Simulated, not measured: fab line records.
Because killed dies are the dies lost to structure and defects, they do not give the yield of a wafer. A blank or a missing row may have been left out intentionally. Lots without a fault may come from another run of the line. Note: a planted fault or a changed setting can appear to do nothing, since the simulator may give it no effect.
Chamber matching ; flow n5_finfet ; N5_DUMMY_GATE_HM_OPEN_21 on rie_diel-01 has 4 sister chambers
The step chemistry CH3F/O2, target SiNx, target depth 120 nm, time 171.4 s. 8 wafers are shown with their chamber, then 11 later ones without.

== WAFERS PAIRED WITH THEIR CHAMBERS ==
wafer;chamber;showerhead_plenum_p_Torr (Torr);rf_vpp_V (V)
L074.1;2;1.97;315
L085.1;3;2.09;293
L085.4;3;2.09;293
L088.1;1;1.96;303
L089.2;0;1.88;306
L089.3;1;1.96;303
L089.6;0;1.88;306
L091.2;2;1.96;316

== WAFERS WITH NO CHAMBER GIVEN ==
wafer;showerhead_plenum_p_Torr (Torr);rf_vpp_V (V)
L091.3;1.88;306
L091.4;1.96;315
L092.2;1.96;314
L092.4;1.96;300
L092.6;2.09;292
L094.2;1.96;302
L094.3;2.08;294
L094.5;1.96;302
L095.1;1.95;299
L095.2;1.96;314
L095.4;2.08;294

== CHAMBER TAKEN BY EACH ==
wafer;from the rows above;in truth
L091.3;0;0
L091.4;2;2
L092.2;2;2
L092.4;1;1
L092.6;3;3
L094.2;1;1
L094.3;3;3
L094.5;1;1
L095.1;1;1
L095.2;2;2
L095.4;3;3
Placed correctly: 11 of 11. Not placeable from these rows: 0. Wrongly placed: 0.
How it was worked out, from the rows above alone: a wafer's distance from a chamber is the root of the sum, over the readings, of the square of ((its reading less the chamber's mean) divided by the reading's scatter). The wafer belongs to the nearest chamber; if the next one is less than 2 further off, it can't be placed. A chamber's mean is the mean of its shown wafers. The scatter is the square root of a quotient: the sum, over the shown wafers, of each reading's squared deviation from its chamber's mean, divided by wafers minus chambers.
